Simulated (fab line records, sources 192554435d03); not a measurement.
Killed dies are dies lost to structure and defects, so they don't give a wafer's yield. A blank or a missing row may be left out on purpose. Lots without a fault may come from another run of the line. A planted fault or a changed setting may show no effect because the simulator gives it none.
Chamber matching | flow n5_finfet | N5_DUMMY_GATE_STRIP_41 on rie_diel-05: 4 sister chambers
The step strips in O2. 4 wafers are shown with their chamber, then 9 later ones without.

WAFERS WITH THEIR CHAMBER
wafer  | chamber | showerhead_plenum_p_Torr (Torr)
L085.2 | 0       | 2.08
L089.1 | 2       | 2.24
L089.3 | 1       | 2.08
L089.4 | 3       | 2.01

WAFERS WITHOUT THEIR CHAMBER
wafer  | showerhead_plenum_p_Torr (Torr)
L091.1 | 2.07
L091.4 | 2.08
L091.5 | 2.01
L094.2 | 2.07
L094.3 | 2.01
L094.6 | 2.01
L097.2 | 2.07
L097.4 | 2.08
L097.5 | 2.01

WHICH CHAMBER EACH WENT THROUGH
wafer  | from the rows above     | in truth
L091.1 | can't be placed: 0 or 1 | 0
L091.4 | can't be placed: 0 or 1 | 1
L091.5 | 3                       | 3
L094.2 | can't be placed: 0 or 1 | 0
L094.3 | 3                       | 3
L094.6 | 3                       | 3
L097.2 | can't be placed: 0 or 1 | 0
L097.4 | can't be placed: 0 or 1 | 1
L097.5 | 3                       | 3
Placed correctly: 4 of 9. Can't be placed from these rows: 5 (the true chamber is among the candidates in 5). Placed wrongly: 0.
How it was worked out, from the rows above alone: a wafer's distance from a chamber is the root of the sum, over the readings, of the square of ((its reading less the chamber's mean) divided by the reading's scatter). The wafer belongs to the nearest chamber; if the next one is less than 2 further off, it can't be placed. A chamber's mean is the mean of its shown wafers. The scatter: with one shown wafer a chamber, the root of the mean of the squares of how far each hidden wafer lies from its nearest shown one.
